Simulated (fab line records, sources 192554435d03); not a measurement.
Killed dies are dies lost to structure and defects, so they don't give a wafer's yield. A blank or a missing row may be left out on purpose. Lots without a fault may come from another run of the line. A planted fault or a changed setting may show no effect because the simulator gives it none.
fab line records | flow n5_finfet
record lots=7 wafers=21
route steps=1938 shown BEOL_M7@1268 BEOL_M8@1350
start_h: hours from the record's first day to the start of the lot's first wafer shown | wait_h: hours since the lot's step before | " the same as in the row above | L1.1+2: a row that stands for several wafers | - no value, or no start given | * or withheld: withheld | < > ~ a bound
route shown NAME@n: a module of which the file shows steps, and the number in the route of the first | usual: mean/standard deviation of fault-free wafers | same: alike in all rows | chamber/n: place in a boat | sites: the reading at each site | _std_site: their standard deviation | _edge_site: outer sites' mean less inner sites' | radius_mm: how far each site lies from the wafer's centre | mask NAME#n: copy n | behind: the tool/chamber that last shaped the wafer | hold: why the lot was held/for how many hours/how that ended | device: the transistor (n, p or np) that didn't switch | end of line: the same wafers' tests at the end of the route | a step without rows: its recipe alone | killed: dies lost to structure and defects at the first sort, not the wafer's yield | map: a wafer's dies, x killed, . not, _ none there
set.NAME: the setting as run; set.NAME@STEP: as run at that earlier step | model.NAME: the simulator's own value behind a step, which no gauge read
lots whose settings were changed on purpose; a table a step, a row a wafer
## steps
# step N5_BEOL_M7_COAT_59
# recipe resist=SOC temp_c=250 time_s=60 spin_rpm=1500 resist_thk_nm=100
# columns lot.wafer tool chamber start_h wait_h set.spin_rpm model.SOC_of_BEOL_M7_COAT_59.thk_nm
L074.3 litho_track-01 0 205.34 0.1 1500 100.2
L074.4 " 0 " " 1611 96.6
L074.6 " 0 " " 1611 96.8
L076.1 litho_track-03 0 205.50 0.1 1500 100.2
L076.2+6 " 0 " " 1500 100
L078.1+3+5 litho_track-01 0 242.08 0.1 1500 100.4
L086.3 litho_track-02 0 273.50 0.1 1500 100.6
L086.4 " 0 " " 1500 100.4
L086.5 " 0 " " 1623 96.6
L095.4 litho_track-02 0 319.47 0.1 1500 100
L095.5 " 0 " " 1500 99.6
L095.6 " 0 " " 1409 103
L093.4 litho_track-03 0 321.80 0.1 1416 103.2
L093.5 " 0 " " 1500 100
L093.6 " 0 " " 1416 103
L097.1 litho_track-02 0 338.23 0.1 1348 105.2
L097.3 " 0 " " 1500 99.4
L097.6 " 0 " " 1500 99.8
# step N5_BEOL_M7_EXPOSE_08
# recipe mask_id=M7 na=1.35 source_shape=dipole sigma_inner=0.817 sigma_outer=0.97 polarization=te dose_mj=68.25
# columns lot.wafer tool chamber start_h wait_h mask set.dose_mj
L074.3+4 arfi_scanner-03 0 205.60 - M7#0 72.23
L074.6 " 0 " " M7#0 68.25
L076.1+2+6 arfi_scanner-02 0 205.75 - M7#0 68.25
L078.1+3+5 arfi_scanner-02 0 242.32 - M7#0 68.25
L086.3+4+5 arfi_scanner-01 0 273.64 - M7#0 68.25
L095.4 arfi_scanner-02 0 319.73 - M7#0 68.25
L095.5+6 " 0 " " M7#0 66.02
L093.4+5+6 arfi_scanner-01 0 322.06 - M7#0 68.25
L097.1+6 arfi_scanner-03 0 338.47 - M7#0 68.25
L097.3 " 0 " " M7#0 71.25
# step N5_BEOL_M7_PEB_09
# recipe peb_temp_c=withheld peb_time_s=60 resist=CAR-ArF
# step N5_BEOL_M7_DEVELOP_10
# recipe develop_time_s=30 developer=TMAH resist=CAR-ArF rinse_liquid=diw dry=air_spin dev_temp_c=23
# step N5_BEOL_M7_CD_MEAS_11
# recipe target_cd_nm=38.5 landing_energy_ev=500 detector=se_inlens polarity=opening
# usual cd_nm=38.7/0.52
# columns lot.wafer tool chamber start_h wait_h set.dose_mj@BEOL_M7_EXPOSE_08 cd_nm
L074.3 cd_sem-02 0 205.72 - 72.23 41.3
L074.4 " 0 " " 72.23 42.0
L074.6 " 0 " " 68.25 38.0
L076.1 cd_sem-03 0 205.88 - 68.25 37.7
L076.2 " 0 " " 68.25 37.8
L076.6 " 0 " " 68.25 37.9
L078.1 cd_sem-01 0 242.45 - 68.25 39.3
L078.3 " 0 " " 68.25 39.0
L078.5 " 0 " " 68.25 38.9
L086.3 cd_sem-03 0 273.75 - 68.25 39.0
L086.4 " 0 " " 68.25 39.2
L086.5 " 0 " " 68.25 38.5
L095.4 cd_sem-03 0 319.84 - 68.25 38.3
L095.5 " 0 " " 66.02 37.0
L095.6 " 0 " " 66.02 37.9
L093.4 cd_sem-03 0 322.17 - 68.25 38.9
L093.5 " 0 " " 68.25 38.4
L093.6 " 0 " " 68.25 39.2
L097.1 cd_sem-02 0 338.60 - 68.25 38.6
L097.3 " 0 " " 71.25 41.3
L097.6 " 0 " " 68.25 38.8
# step N5_BEOL_M7_DESCUM_16
# recipe chemistry=O2 time_s=7.9 source_power_w=50 bias_power_w=20 pressure_mtorr=20 rf_frequency_hz=2.712e+07 temp_c=40 resist=CAR-ArF o2_flow_sccm=225
# step N5_BEOL_M7_ETCH_61
# recipe chemistry=CF4 target=SiARC target_depth_a=455 mask_material=CAR-ArF time_s=75.8 ion_energy_ev=80 pressure_mtorr=40 source_w=545 bias_w=36 Ar_flow_sccm=100 cf4_flow_sccm=100 ends=cleared
# columns lot.wafer tool chamber start_h wait_h set.dose_mj@BEOL_M7_EXPOSE_08 model.BEOL_M7.cd_offset_nm
L074.3+4 rie_diel-03 3,1 205.84 0.0 72.23 3.2
L074.6 " 2 " " 68.25 0
L076.1 rie_diel-03 2 206.09 0.0 68.25 -0.4
L076.2+6 " 0 " " 68.25 -0.8
L078.1+3+5 rie_diel-05 0,1,1 242.57 0.0 68.25 0.4
L086.3 rie_diel-03 2 273.87 0.0 68.25 0.8
L086.4 " 3 " " 68.25 1
L086.5 " 2 " " 68.25 0.6
L095.4 rie_diel-05 0 319.99 0.0 68.25 -0.6
L095.5 " 1 " " 66.02 -1.4
L095.6 " 3 " " 66.02 -0.8
L093.4 rie_diel-03 0 322.29 0.0 68.25 0.6
L093.5 " 1 " " 68.25 -0.2
L093.6 " 0 " " 68.25 0.4
L097.1 rie_diel-05 0 338.91 0.0 68.25 0
L097.3 " 1 " " 71.25 2.8
L097.6 " 3 " " 68.25 0.6
# step N5_BEOL_M7_ETCH_62
# recipe chemistry=N2/H2 target=SOC target_depth_a=1100 overetch_a=220 mask_material=SiARC temp_c=40 time_s=165 ion_energy_ev=200 pressure_mtorr=30 source_w=840 bias_w=150 n2_flow_sccm=200 h2_flow_sccm=200
# columns lot.wafer tool chamber start_h wait_h set.spin_rpm@BEOL_M7_COAT_59 set.dose_mj@BEOL_M7_EXPOSE_08 model.BEOL_M7.cd_offset_nm model.etch.depth_nm
L074.3 rie_diel-03 3 205.89 0.0 1500 72.23 2.8 100.2
L074.4 " 1 " " 1611 72.23 3.2 96.52
L074.6 " 2 " " 1611 68.25 0.2 96.81
L076.1 rie_diel-03 2 206.15 0.0 1500 68.25 -0.2 100.2
L076.2 " 0 " " 1500 68.25 -0.8 99.93
L076.6 " 0 " " 1500 68.25 -0.8 99.99
L078.1 rie_diel-05 0 242.63 0.0 1500 68.25 0.6 100.5
L078.3 " 1 " " 1500 68.25 0.4 100.4
L078.5 " 1 " " 1500 68.25 0.6 100.4
L086.3 rie_diel-03 2 273.93 0.0 1500 68.25 1 100.6
L086.4 " 3 " " 1500 68.25 1 100.5
L086.5 " 2 " " 1623 68.25 0.8 96.56
L095.4 rie_diel-05 0 320.09 0.1 1500 68.25 -0.4 100
L095.5 " 1 " " 1500 66.02 -1.2 99.68
L095.6 " 3 " " 1409 66.02 -0.4 102.9
L093.4 rie_diel-03 0 322.35 0.0 1416 68.25 0.4 103.3
L093.5 " 1 " " 1500 68.25 -0.2 99.94
L093.6 " 0 " " 1416 68.25 0.2 103
L097.1 rie_diel-05 0 338.97 0.0 1348 68.25 0 105.2
L097.3 " 1 " " 1500 71.25 2.6 99.38
L097.6 " 3 " " 1500 68.25 0.8 99.82
# step N5_BEOL_M7_STRIP_68
# recipe chemistry=N2/H2 temp_c=40 n2_flow_sccm=200 h2_flow_sccm=200 rf_frequency_hz=6e+07
# step N5_BEOL_M7_STRIP_67
# recipe chemistry=CF4 resist=SiARC power_w=300 bias_power_w=75 pressure_mtorr=50 cf4_flow_sccm=150 rf_frequency_hz=6e+07
# step N5_BEOL_M7_HM_OPEN_17
# recipe chemistry=Cl2/BCl3 target_depth_a=200 overetch_a=60 target=TiN mask_material=SOC ion_energy_ev=150 pressure_mtorr=10 icp_w=1000 bias_w=126 Cl2_flow_sccm=53.25 bcl3_flow_sccm=21.75 Ar_flow_sccm=25
# columns lot.wafer tool chamber start_h wait_h set.spin_rpm@BEOL_M7_COAT_59 model.SOC_of_BEOL_M7_COAT_59.thk_nm
L074.3 rie_metal-03 1 206.14 0.1 1500 92.4
L074.4 " 1 " " 1611 88.6
L074.6 " 1 " " 1611 89
L076.1 rie_metal-01 1 206.34 0.0 1500 92.4
L076.2+6 " 0 " " 1500 91.8
L078.1+3+5 rie_metal-02 1,1,0 242.82 0.0 1500 92.4
L086.3+4 rie_metal-01 0,1 274.15 0.1 1500 92.4
L086.5 " 0 " " 1623 88.4
L095.4 rie_metal-03 1 320.23 0.1 1500 92.2
L095.5 " 1 " " 1500 91.8
L095.6 " 0 " " 1409 95.2
L093.4 rie_metal-02 1 322.56 0.1 1416 95.2
L093.5 " 1 " " 1500 91.8
L093.6 " 0 " " 1416 95
L097.1 rie_metal-02 1 339.15 0.0 1348 97.2
L097.3 " 1 " " 1500 91.4
L097.6 " 1 " " 1500 91.8
# step N5_BEOL_M7_STRIP_19
# recipe chemistry=O2 power_w=400 temp_c=40 pressure_mtorr=30 rf_frequency_hz=6e+07 bias_power_w=0 overash_fraction=0.2 o2_flow_sccm=225
# step N5_BEOL_M7_CD_MEAS_18
# recipe pitch_nm=80 target_cd_nm=40
# usual cd_nm=40.3/0.55
# columns lot.wafer tool chamber start_h wait_h set.dose_mj@BEOL_M7_EXPOSE_08 cd_nm
L074.3 cd_sem-02 - 206.35 0.1 72.23 42.9
L074.4 " - " " 72.23 43.1
L074.6 " - " " 68.25 40.3
L076.1 cd_sem-02 - 206.52 0.0 68.25 40.0
L076.2 " - " " 68.25 39.5
L076.6 " - " " 68.25 39.3
L078.1 cd_sem-01 - 243.00 0.0 68.25 40.4
L078.3 " - " " 68.25 40.6
L078.5 " - " " 68.25 40.4
L086.3 cd_sem-03 - 274.30 0.1 68.25 40.8
L086.4 " - " " 68.25 40.7
L086.5 " - " " 68.25 40.5
L095.4 cd_sem-02 - 320.40 0.0 68.25 39.8
L095.5 " - " " 66.02 39.2
L095.6 " - " " 66.02 39.4
L093.4 cd_sem-02 - 322.72 0.1 68.25 40.5
L093.5 " - " " 68.25 40.1
L093.6 " - " " 68.25 39.9
L097.1 cd_sem-02 - 339.33 0.0 68.25 39.7
L097.3 " - " " 71.25 42.3
L097.6 " - " " 68.25 41.2
# step N5_BEOL_M7_COAT_63
# recipe resist=SOC temp_c=250 time_s=60 spin_rpm=1500 resist_thk_nm=60
# step N5_BEOL_M7_COAT_64
# recipe resist=SiARC temp_c=220 time_s=60 spin_rpm=1500 resist_thk_nm=12
# step N5_BEOL_M7_PRECLEAN_42
# recipe chemistry=residue_remover time_s=60 temp_c=40
# step N5_BEOL_M7_SRD_43
# recipe time_s=30 temp_c=23 rinse_liquid=diw dry=ipa_marangoni
# step N5_BEOL_M7_CD_MEAS_35
# recipe target_cd_nm=40 polarity=opening
# usual cd_nm=40.3/0.58
# columns lot.wafer tool chamber start_h wait_h set.dose_mj@BEOL_M7_EXPOSE_08 cd_nm
L076.1 cd_sem-01 - 208.53 0.0 68.25 39.8
L076.2 " - " " 68.25 39.3
L076.6 " - " " 68.25 38.7
L074.3 cd_sem-03 - 208.70 0.0 72.23 42.5
L074.4 " - " " 72.23 43.2
L074.6 " - " " 68.25 39.5
L078.1 cd_sem-03 - 244.02 0.0 68.25 40.7
L078.3 " - " " 68.25 40.2
L078.5 " - " " 68.25 40.2
L086.3 cd_sem-02 - 275.95 0.0 68.25 41.0
L086.4 " - " " 68.25 41.4
L086.5 " - " " 68.25 41.1
L095.4 cd_sem-02 - 321.41 0.0 68.25 40.0
L095.5 " - " " 66.02 39.1
L095.6 " - " " 66.02 39.5
L093.4 cd_sem-02 - 324.76 0.0 68.25 40.4
L093.5 " - " " 68.25 40.0
L093.6 " - " " 68.25 40.3
L097.1 cd_sem-02 - 341.15 0.0 68.25 39.9
L097.3 " - " " 71.25 43.0
L097.6 " - " " 68.25 41.1
# step N5_BEOL_M8_ETCH_62
# recipe chemistry=N2/H2 target=SOC target_depth_a=1100 overetch_a=220 mask_material=SiARC temp_c=40 time_s=165 ion_energy_ev=200 pressure_mtorr=30 source_w=840 bias_w=150 n2_flow_sccm=200 h2_flow_sccm=200
# usual rf_vpp_V=523.3/2
# columns lot.wafer tool chamber start_h wait_h set.bias_w rf_vpp_V model.SiARC_of_BEOL_M8_COAT_60.thk_nm
L076.1 rie_diel-04 3 214.10 0.0 150 518.9 28.4
L076.2 " 2 " " 164.7 553.5 27.6
L076.6 " 3 " " 150 520.1 28.2
L074.3 rie_diel-04 1 214.36 0.0 150 523.9 28.2
L074.4 " 3 " " 150 521.7 28
L074.6 " 0 " " 150 520.1 28
L078.1 rie_diel-02 3 249.62 0.0 150 523.0 28.4
L078.3 " 0 " " 150 525.7 28.6
L078.5 " 1 " " 150 522.2 28
L086.3 rie_diel-01 1 282.42 0.0 150 524.3 28.6
L086.4 " 3 " " 150 525.3 28.8
L086.5 " 2 " " 150 522.5 28.4
L095.4 rie_diel-04 2 327.03 0.1 134.5 485.3 29.2
L095.5 " 3 " " 134.5 485.4 29.2
L095.6 " 1 " " 150 521.9 28.4
L093.4 rie_diel-01 2 331.81 0.0 150 521.0 28.2
L093.5 " 1 " " 165.1 557.0 27.4
L093.6 " 2 " " 165.1 553.2 27.2
L097.1 rie_diel-02 3 347.84 0.0 150 524.1 28
L097.3 " 0 " " 150 525.9 28.4
L097.6 " 3 " " 150 523.3 28.2
# step N5_BEOL_M8_EXPOSE_25
# recipe mask_id=V7 na=0.33 source_shape=annular sigma_inner=0.4 sigma_outer=0.8 polarization=unpolarized target_cd_nm=40 dose_mj=42.5
# columns lot.wafer tool chamber start_h wait_h mask set.dose_mj
L074.3+6 euv_scanner-01 0 215.29 - V7#0 42.5
L074.4 " 0 " " V7#0 39.51
L076.1+6 euv_scanner-02 0 215.44 - V7#0 40.85
L076.2 " 0 " " V7#0 42.5
L078.1+3+5 euv_scanner-02 0 250.69 - V7#0 42.5
L086.3+4 euv_scanner-02 0 283.20 - V7#0 44.78
L086.5 " 0 " " V7#0 42.5
L095.4+6 euv_scanner-02 0 330.34 - V7#0 43.97
L095.5 " 0 " " V7#0 42.5
L093.4 euv_scanner-01 0 334.64 - V7#0 42.5
L093.5+6 " 0 " " V7#0 41.37
L097.1+3+6 euv_scanner-02 0 350.61 - V7#0 42.5
# step N5_BEOL_M8_PEB_26
# recipe peb_temp_c=100 peb_time_s=60 resist=CAR-EUV
# step N5_BEOL_M8_DEVELOP_27
# recipe develop_time_s=30 developer=TMAH resist=CAR-EUV rinse_liquid=surfactant_rinse dry=air_spin dev_temp_c=23
# step N5_BEOL_M8_DESCUM_33
# recipe chemistry=O2 time_s=7 source_power_w=50 bias_power_w=20 pressure_mtorr=20 rf_frequency_hz=2.712e+07 temp_c=40 resist=CAR-EUV o2_flow_sccm=225
# columns lot.wafer tool chamber start_h wait_h set.dose_mj@BEOL_M8_EXPOSE_25 model.BEOL_M8.cd_nm
L074.3+6 rie_diel-02 2,1 215.53 0.0 42.5 40
L074.4 " 2 " " 39.51 38.2
L076.1+6 rie_diel-01 1,3 215.70 0.0 40.85 39.2
L076.2 " 0 " " 42.5 40
L078.1 rie_diel-01 1 250.95 0.0 42.5 40
L078.3+5 " 3 " " 42.5 39.8
L086.3+4 rie_diel-04 3 283.44 0.0 44.78 41.2
L086.5 " 2 " " 42.5 40.4
L095.4 rie_diel-04 3 330.59 0.0 43.97 40.6
L095.5 " 2 " " 42.5 40.2
L095.6 " 1 " " 43.97 41
L093.4 rie_diel-04 1 335.33 0.5 42.5 40.2
L093.5+6 " 3,0 " " 41.37 39.4
L097.1 rie_diel-02 3 351.27 0.4 42.5 40.4
L097.3 " 0 " " 42.5 40.2
L097.6 " 1 " " 42.5 40
# step N5_BEOL_M8_ETCH_72
# recipe chemistry=N2/H2 target=underlayer target_depth_a=65 mask_material=CAR-EUV time_s=5.2 ion_energy_ev=200 pressure_mtorr=30 source_w=840 bias_w=150 n2_flow_sccm=200 h2_flow_sccm=200 ends=cleared
# columns lot.wafer tool chamber start_h wait_h set.h2_flow_sccm set.dose_mj@BEOL_M8_EXPOSE_25 model.BEOL_M8.cd_nm
L074.3+6 rie_diel-02 2,1 215.56 0.0 200 42.5 40
L074.4 " 2 " " 206.7 39.51 38.2
L076.1 rie_diel-01 1 215.74 0.0 200 40.85 39.2
L076.2 " 0 " " 188.2 42.5 40
L076.6 " 3 " " 188.2 40.85 39.2
L078.1+5 rie_diel-01 1,3 250.98 0.0 200 42.5 40
L078.3 " 3 " " 200 42.5 39.8
L086.3 rie_diel-04 3 283.48 0.0 210.3 44.78 41
L086.4 " 3 " " 200 44.78 41.2
L086.5 " 2 " " 200 42.5 40.4
L095.4 rie_diel-04 3 330.62 0.0 200 43.97 40.4
L095.5 " 2 " " 192.7 42.5 40
L095.6 " 1 " " 192.7 43.97 40.8
L093.4 rie_diel-04 1 335.36 0.0 200 42.5 40.2
L093.5 " 3 " " 200 41.37 39.2
L093.6 " 0 " " 207 41.37 39.4
L097.1 rie_diel-02 3 351.30 0.0 196.1 42.5 40.4
L097.3 " 0 " " 200 42.5 40.2
L097.6 " 1 " " 196.1 42.5 40
# step N5_BEOL_M8_ETCH_65
# recipe chemistry=CF4 target=SiARC target_depth_a=156 mask_material=CAR-EUV time_s=26 ion_energy_ev=80 pressure_mtorr=40 source_w=545 bias_w=36 Ar_flow_sccm=100 cf4_flow_sccm=100 ends=cleared
# usual etch_rf_on_time_s=25.9/0.51 rf_vpp_V=183.9/1.2
# columns lot.wafer tool chamber start_h wait_h set.source_w etch_rf_on_time_s rf_vpp_V
L074.3 rie_diel-02 2 215.58 0.0 545 25.3 186.9
L074.4 " 2 " " 517.3 26.3 188.1
L074.6 " 1 " " 517.3 27.2 188.2
L076.1 rie_diel-01 1 215.75 0.0 447 30.9 198.7
L076.2 " 0 " " 447 31.3 197.5
L076.6 " 3 " " 545 26.3 183.2
L078.1 rie_diel-01 1 251.00 0.0 545 26.0 183.9
L078.3 " 3 " " 545 26.5 184.4
L078.5 " 3 " " 545 26.5 183.6
L086.3 rie_diel-04 3 283.49 0.0 510.1 27.4 187.6
L086.4 " 3 " " 545 25.8 180.8
L086.5 " 2 " " 510.1 26.5 188.0
L095.4 rie_diel-04 3 330.64 0.0 545 26.2 181.5
L095.5 " 2 " " 460.6 29.2 193.3
L095.6 " 1 " " 460.6 30.6 194.5
L093.4 rie_diel-04 1 335.38 0.0 545 26.2 184.4
L093.5 " 3 " " 505.1 27.9 186.0
L093.6 " 0 " " 505.1 27.3 191.4
L097.1 rie_diel-02 3 351.32 0.0 545 25.2 182.1
L097.3 " 0 " " 545 26.6 182.9
L097.6 " 1 " " 545 26.0 183.4
# step N5_BEOL_M8_ETCH_66
# recipe chemistry=N2/H2 target=SOC target_depth_a=800 overetch_a=160 mask_material=SiARC temp_c=40 time_s=120 ion_energy_ev=200 pressure_mtorr=30 source_w=840 bias_w=150 n2_flow_sccm=200 h2_flow_sccm=200
# step N5_BEOL_M8_STRIP_69
# recipe chemistry=N2/H2 temp_c=40 n2_flow_sccm=200 h2_flow_sccm=200 rf_frequency_hz=6e+07
# step N5_BEOL_M8_STRIP_73
# recipe chemistry=N2/H2 temp_c=40 n2_flow_sccm=200 h2_flow_sccm=200 rf_frequency_hz=6e+07
# step N5_BEOL_M8_VIA_ETCH_34
# recipe chemistry=C4F6/O2 target=SiCOH_lowk target_depth_a=1255 mask_material=SOC taper_deg=4 time_s=50.5 ion_energy_ev=250 pressure_mtorr=30 source_w=345 bias_w=185 Ar_flow_sccm=300 C4F6_flow_sccm=10 O2_flow_sccm=10
# columns lot.wafer tool chamber start_h wait_h set.dose_mj@BEOL_M8_EXPOSE_25 model.BEOL_M8.cd_nm
L074.3 rie_diel-02 2 215.71 0.0 42.5 40.2
L074.4 " 2 " " 39.51 38.4
L074.6 " 1 " " 42.5 40.4
L076.1+6 rie_diel-01 1,3 215.88 0.0 40.85 39.2
L076.2 " 0 " " 42.5 40.2
L078.1 rie_diel-01 1 251.13 0.0 42.5 40
L078.3+5 " 3 " " 42.5 39.8
L086.3+4 rie_diel-04 3 283.62 0.0 44.78 40.8
L086.5 " 2 " " 42.5 40
L095.4 rie_diel-04 3 330.78 0.0 43.97 40.4
L095.5 " 2 " " 42.5 40
L095.6 " 1 " " 43.97 40.8
L093.4 rie_diel-04 1 335.51 0.0 42.5 40.2
L093.5 " 3 " " 41.37 39.2
L093.6 " 0 " " 41.37 39.4
L097.1+3 rie_diel-02 3,0 351.45 0.0 42.5 40.4
L097.6 " 1 " " 42.5 40.2
## key
split step=N5_BEOL_M7_COAT_59 setting=spin_rpm stated=1500 by=wafer
response step=N5_BEOL_M7_COAT_59 reading=model.SOC_of_BEOL_M7_COAT_59.thk_nm change=-0.517 per=1% r=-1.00
response step=N5_BEOL_M7_ETCH_62 reading=model.etch.depth_nm change=-0.521 per=1% r=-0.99
response step=N5_BEOL_M7_HM_OPEN_17 reading=model.SOC_of_BEOL_M7_COAT_59.thk_nm change=-0.526 per=1% r=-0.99
split step=N5_BEOL_M7_EXPOSE_08 setting=dose_mj stated=68.25 by=wafer
response step=N5_BEOL_M7_CD_MEAS_11 reading=cd_nm change=+0.553 per=1% r=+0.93
response step=N5_BEOL_M7_ETCH_61 reading=model.BEOL_M7.cd_offset_nm change=+0.489 per=1% r=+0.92
response step=N5_BEOL_M7_ETCH_62 reading=model.BEOL_M7.cd_offset_nm change=+0.427 per=1% r=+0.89
response step=N5_BEOL_M7_CD_MEAS_18 reading=cd_nm change=+0.394 per=1% r=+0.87
response step=N5_BEOL_M7_CD_MEAS_35 reading=cd_nm change=+0.506 per=1% r=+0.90
split step=N5_BEOL_M8_ETCH_62 setting=bias_w stated=150 by=wafer
response step=N5_BEOL_M8_ETCH_62 reading=rf_vpp_V change=+3.47 per=1% r=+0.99
response step=N5_BEOL_M8_ETCH_62 reading=model.SiARC_of_BEOL_M8_COAT_60.thk_nm change=-0.0795 per=1% r=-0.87
split step=N5_BEOL_M8_EXPOSE_25 setting=dose_mj stated=42.5 by=wafer
response step=N5_BEOL_M8_DESCUM_33 reading=model.BEOL_M8.cd_nm change=+0.216 per=1% r=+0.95
response step=N5_BEOL_M8_ETCH_72 reading=model.BEOL_M8.cd_nm change=+0.213 per=1% r=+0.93
response step=N5_BEOL_M8_VIA_ETCH_34 reading=model.BEOL_M8.cd_nm change=+0.231 per=1% r=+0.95
split step=N5_BEOL_M8_ETCH_72 setting=h2_flow_sccm stated=200 by=wafer
response none clear
split step=N5_BEOL_M8_ETCH_65 setting=source_w stated=545 by=wafer
response step=N5_BEOL_M8_ETCH_65 reading=etch_rf_on_time_s change=* per=1% r=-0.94
response step=N5_BEOL_M8_ETCH_65 reading=rf_vpp_V change=-0.791 per=1% r=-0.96
